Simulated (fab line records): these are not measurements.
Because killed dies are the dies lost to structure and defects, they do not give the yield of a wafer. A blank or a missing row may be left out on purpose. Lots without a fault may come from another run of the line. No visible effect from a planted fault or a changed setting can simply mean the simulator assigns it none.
fab line records -- flow nand_harc -- part 2 of 2: steps 5 to 6 of 6
record: lots: 21, wafers: 63, last_day: 33
route steps=1302 shown A_STAIRCASE@766
lots that met no fault: taken from a fault-free run of the same line
start_h: start of the lot's first displayed wafer, in hours after the record's first day -- wait_h: hours from the lot's prior step to this one -- " repeats the value in the row above -- L1.1+2: a row that stands for several wafers -- - no value, or no start given -- * or withheld: withheld -- < > ~ a bound
route shown NAME@n: NAME is a module with steps in the file, n the number in the route of the first one -- usual: mean and standard deviation over wafers with no fault -- same: alike in all rows -- chamber/n: place in a boat -- sites: readings site by site -- _std_site: the values' standard deviation -- _edge_site: the outer-site mean with the inner-site mean subtracted -- radius_mm: for every site, how far away it sits from the centre of the wafer -- mask NAME#n: copy n -- behind: the most recent tool/chamber to have shaped the wafer -- hold: why the lot went on hold/how many hours it stayed there/how the hold came to an end -- device: which transistor (n, p or np) failed to switch -- end of line: the same wafers' tests at the end of the route -- for a step that has no rows: nothing shown but its recipe -- killed: dies that structure and defects cost at the first sort, which is not the same as the wafer's yield -- map: per-die view of a wafer (x killed, . not killed, _ where there is no die)
set.NAME: the setting that was run; set.NAME@STEP: the one run at that earlier step -- model.NAME: the simulator's own value behind a step, which no gauge read
route steps across a sampled set of lots; one table per step, one row per wafer
services: when a tool's chamber went out of use (start_h, in hours from the record's first day, below 0 if earlier), for how many hours, and the reason
== steps ==
step: NHARC_A_STAIRCASE_STRIP_316
recipe: o2_flow_sccm: 500, ar_flow_sccm: 0, bias_w: 0, chemistry: O2
usual: drypump_motor_current_A: 5.9/0.36, oes_product_au: 0.999/0.011, rf_vpp_V: 57.7/0.94, showerhead_plenum_p_Torr: 3.56/0.15, throttle_valve_pct: 17.037/0.0094
lot.wafer,tool,chamber,start_h,wait_h,drypump_motor_current_A,oes_product_au,rf_hours_counter_h,rf_vpp_V,showerhead_plenum_p_Torr,throttle_valve_pct
L074.1,rie_diel-08,1,-,-,5.9,1.009,2,58.8,3.77,17.030
L074.2,rie_diel-08,0,-,-,6.2,1.009,2,59.0,3.58,17.040
L074.5,rie_diel-08,2,-,-,5.6,0.996,-,58.2,3.55,17.045
L075.2,rie_diel-04,0,-,-,6.2,0.994,6,58.2,3.80,17.024
L075.4,rie_diel-04,2,-,-,5.6,0.999,7,58.3,3.32,17.031
L075.5,rie_diel-04,0,-,-,6.2,0.992,-,57.1,3.80,17.039
L076.3,rie_diel-04,2,-,-,5.6,0.994,10,56.4,3.31,17.023
L076.4,rie_diel-04,0,-,-,6.2,0.996,9,58.6,3.80,17.050
L076.5,rie_diel-04,2,-,-,5.6,1.003,-,57.1,3.31,17.044
L077.3,rie_diel-07,2,-,-,6.1,0.976,37,57.3,3.66,17.035
L077.2,rie_diel-07,1,-,-,5.9,0.985,38,56.1,3.48,17.039
L077.5,rie_diel-07,2,-,-,6.1,0.987,-,57.8,3.66,17.039
L078.1,rie_diel-08,3,-,-,5.8,1.005,19,57.0,3.77,17.022
L078.2,rie_diel-08,0,-,-,6.2,1.006,17,57.6,3.57,17.038
L078.5,rie_diel-08,3,-,-,5.8,1.008,-,57.0,3.78,17.056
L079.1,rie_diel-07,2,-,-,6.2,0.978,44,58.7,3.66,17.032
L079.3,rie_diel-07,0,-,-,6.3,0.988,49,57.4,3.38,17.044
L079.4,rie_diel-07,0,-,-,6.3,0.990,-,56.8,3.38,17.043
L080.3,rie_diel-08,1,-,-,5.9,1.009,21,57.3,3.76,17.057
L080.6,rie_diel-08,2,-,-,5.6,1.010,-,57.6,3.55,17.035
L080.5,rie_diel-08,3,-,-,5.8,1.017,-,58.5,3.77,17.037
L081.1,rie_diel-04,0,-,-,6.2,1.000,21,57.1,3.80,17.040
L081.2,rie_diel-04,2,-,-,5.6,1.009,23,56.1,3.31,17.026
L081.3,rie_diel-04,3,-,-,6.2,0.995,23,58.1,3.55,17.037
L083.4,rie_diel-08,2,-,-,5.6,0.999,26,57.5,3.54,17.024
L083.2,rie_diel-08,3,-,-,5.8,1.001,35,56.9,3.77,17.042
L083.6,rie_diel-08,3,-,-,5.8,1.014,-,57.8,3.77,17.047
L082.4,rie_diel-07,2,-,-,6.2,0.989,54,60.0,3.65,17.042
L082.3,rie_diel-07,3,-,-,4.9,0.990,54,59.7,3.63,17.036
L082.5,rie_diel-07,1,-,-,5.9,0.992,-,58.2,3.47,17.039
L084.4,rie_diel-04,1,-,-,5.9,1.008,35,57.1,3.47,17.023
L084.2,rie_diel-04,2,-,-,5.6,1.008,37,56.3,3.30,17.030
L084.6,rie_diel-04,2,-,-,5.6,1.012,-,57.6,3.30,17.039
L086.4,rie_diel-08,2,-,-,5.6,1.004,44,57.6,3.53,17.030
L086.3,rie_diel-08,3,-,-,5.8,1.001,49,59.0,3.76,17.036
L086.6,rie_diel-08,1,-,-,5.9,1.016,-,57.5,3.75,17.024
L087.2,rie_diel-07,0,-,-,6.3,0.982,12,56.5,3.36,17.036
L087.5,rie_diel-07,0,-,-,6.3,0.982,-,57.5,3.36,17.044
L087.6,rie_diel-07,1,-,-,5.9,0.998,-,57.9,3.46,17.010
L088.1,rie_diel-04,1,-,-,5.9,1.015,52,56.7,3.47,17.039
L088.4,rie_diel-04,2,-,-,5.6,1.018,51,57.9,3.29,17.041
L088.5,rie_diel-04,2,-,-,5.6,1.017,-,58.0,3.29,17.041
L089.3,rie_diel-08,0,-,-,6.2,1.013,57,57.9,3.55,17.034
L089.1,rie_diel-08,1,-,-,5.9,1.006,56,58.7,3.74,17.049
L089.6,rie_diel-08,1,-,-,5.9,1.002,-,59.1,3.74,17.021
L090.3,rie_diel-07,3,-,-,4.9,0.995,18,58.0,3.61,17.033
L090.4,rie_diel-07,0,-,-,6.4,0.996,21,56.7,3.36,17.013
L090.5,rie_diel-07,2,-,-,6.2,0.993,-,56.5,3.64,17.043
L091.2,rie_diel-07,3,-,-,5.0,0.991,19,56.2,3.61,17.048
L091.3,rie_diel-07,1,-,-,5.9,0.991,21,59.0,3.46,17.043
L091.6,rie_diel-07,3,-,-,4.9,0.996,-,57.3,3.61,17.040
L093.3,rie_diel-04,0,-,-,6.2,0.992,11,60.3,3.77,17.043
L093.4,rie_diel-04,1,-,-,5.9,1.017,9,57.2,3.46,17.044
L093.5,rie_diel-04,3,-,-,6.1,0.993,-,56.9,3.53,17.022
L094.1,rie_diel-07,2,-,-,6.1,1.002,31,57.9,3.63,17.040
L094.2,rie_diel-07,0,-,-,6.3,1.005,30,56.2,3.35,17.051
L094.5,rie_diel-07,2,-,-,6.1,0.991,-,57.4,3.63,17.029
L095.3,rie_diel-04,0,-,-,6.2,0.997,19,58.6,3.77,17.045
L095.2,rie_diel-04,2,-,-,5.6,0.995,10,57.2,3.29,17.050
L095.5,rie_diel-04,0,-,-,6.2,0.999,-,59.3,3.77,17.030
L096.3,rie_diel-07,1,-,-,5.9,0.996,44,57.6,3.45,17.022
L096.5,rie_diel-07,3,-,-,4.9,0.988,-,59.0,3.60,17.024
L096.6,rie_diel-07,0,-,-,6.4,0.992,-,58.1,3.35,17.033
step: NHARC_A_STAIRCASE_CMP_152
usual: motor_current_A: 11.6/1.5, pad_life_wafers: 159/110, slurry_filter_dp_kPa: 13.49/0.14
lot.wafer,tool,chamber,start_h,wait_h,motor_current_A,pad_life_wafers,slurry_filter_dp_kPa
L074.1,cmp-04,1,431.82,0.1,10.7,78,13.42
L074.2,cmp-04,3,431.82,0.1,13.6,80,13.23
L074.5,cmp-04,2,431.82,0.1,10.1,-,13.48
L075.2,cmp-04,3,449.58,0.1,14.4,168,13.54
L075.4,cmp-04,1,449.58,0.1,11.3,170,13.50
L075.5,cmp-04,0,449.58,0.1,10.3,-,13.69
L077.3,cmp-02,2,449.87,0.1,13.6,72,13.41
L077.2,cmp-02,1,449.87,0.1,10.0,75,13.58
L077.5,cmp-02,2,449.87,0.1,13.7,-,13.41
L076.3,cmp-02,0,452.48,0.1,10.5,91,13.63
L076.4,cmp-02,1,452.48,0.1,10.2,92,13.67
L076.5,cmp-02,3,452.48,0.1,13.4,-,13.25
L079.1,cmp-03,1,471.89,0.1,10.4,42,13.62
L079.4,cmp-03,2,471.89,0.1,11.6,43,13.59
L079.3,cmp-03,0,471.89,0.1,14.1,45,13.46
L078.2,cmp-04,1,472.05,0.1,11.3,258,13.42
L078.1,cmp-04,3,472.05,0.1,12.8,260,13.38
L078.5,cmp-04,2,472.05,0.1,10.2,-,13.56
L080.3,cmp-03,1,489.17,0.1,10.7,102,13.43
L080.6,cmp-03,1,489.17,0.1,10.7,-,13.16
L080.5,cmp-03,2,489.17,0.1,11.6,-,13.27
L081.3,cmp-04,1,489.20,0.1,10.7,330,13.35
L081.1,cmp-04,2,489.20,0.1,9.9,331,13.39
L081.2,cmp-04,3,489.20,0.1,13.2,332,13.52
L082.3,cmp-02,1,507.29,0.1,10.7,312,13.64
L082.4,cmp-02,0,507.29,0.1,11.1,315,13.59
L082.5,cmp-02,2,507.29,0.1,13.9,-,13.79
L083.4,cmp-03,1,507.55,0.1,10.8,180,13.51
L083.2,cmp-03,0,507.55,0.1,13.5,183,13.23
L083.6,cmp-03,1,507.55,0.1,9.8,-,13.60
L084.4,cmp-03,2,536.46,0.1,11.9,300,13.23
L084.2,cmp-03,1,536.46,0.1,10.3,303,13.16
L084.6,cmp-03,2,536.46,0.1,11.7,-,13.32
L086.4,cmp-03,0,558.62,0.1,13.9,7,13.48
L086.3,cmp-03,1,558.62,0.1,10.0,8,13.66
L086.6,cmp-03,0,558.62,0.1,13.8,-,13.53
L087.2,cmp-03,0,566.17,0.1,14.1,37,13.60
L087.6,cmp-03,3,566.17,0.1,10.6,-,13.30
L087.5,cmp-03,0,566.17,0.1,13.5,-,13.37
L089.3,cmp-02,0,578.84,0.1,11.6,180,13.60
L089.1,cmp-02,1,578.84,0.1,9.7,181,13.48
L089.6,cmp-02,0,578.84,0.1,10.5,-,13.83
L088.1,cmp-03,1,579.00,0.1,10.7,91,13.44
L088.4,cmp-03,3,579.00,0.1,10.8,93,13.55
L088.5,cmp-03,1,579.00,0.1,10.3,-,13.35
L091.2,cmp-02,1,590.49,0.1,10.3,241,13.62
L091.3,cmp-02,3,590.49,0.1,13.6,243,13.66
L091.6,cmp-02,0,590.49,0.1,11.0,-,13.49
L090.4,cmp-04,1,590.63,0.1,11.4,331,13.27
L090.3,cmp-04,2,590.63,0.1,8.8,332,13.62
L090.5,cmp-04,1,590.63,0.1,11.1,-,13.77
L093.3,cmp-02,3,619.77,0.1,13.1,348,13.51
L093.4,cmp-02,1,619.77,0.1,9.5,350,13.57
L093.5,cmp-02,3,619.77,0.1,14.1,-,13.30
L094.1,cmp-04,3,630.51,0.1,13.9,103,13.41
L094.2,cmp-04,1,630.51,0.1,10.8,105,13.53
L094.5,cmp-04,2,630.51,0.1,10.1,-,13.31
L095.2,cmp-04,1,640.46,0.1,10.9,145,13.47
L095.3,cmp-04,2,640.46,0.1,9.5,146,13.42
L095.5,cmp-04,1,640.46,0.1,11.3,-,13.32
L096.3,cmp-02,3,665.35,0.1,13.2,110,13.49
L096.6,cmp-02,1,665.35,0.1,10.3,-,13.30
L096.5,cmp-02,2,665.35,0.1,13.5,-,13.57
== services ==
tool,chamber,start_h,hours,kind
rie_diel-04,2,338.78,6.7,repair
cmp-03,-,353.46,0.5,repair
cmp-03,-,354.48,1.9,repair
rie_diel-04,-,357.44,9.0,pm
cmp-03,-,358.13,4.0,pm
cmp-02,-,364.58,5.2,repair
rie_diel-08,-,368.00,9.0,pm
cmp-03,-,369.44,3.2,repair
rie_diel-08,2,400.04,4.7,repair
rie_diel-08,-,404.81,0.3,repair
cmp-04,-,405.26,4.0,pm
cmp-04,-,419.22,2.1,repair
cmp-02,-,430.09,4.0,pm
cmp-04,-,454.62,1.4,repair
cmp-03,-,456.13,4.0,pm
rie_diel-07,-,473.84,9.0,pm
rie_diel-08,3,509.73,6.1,repair
rie_diel-04,-,534.44,9.0,pm
rie_diel-08,-,545.00,9.0,pm
rie_diel-04,1,581.89,3.3,repair
rie_diel-08,3,607.24,8.4,repair
rie_diel-04,-,615.40,0.6,repair
rie_diel-04,0,642.90,5.8,repair
rie_diel-07,-,651.66,9.0,pm
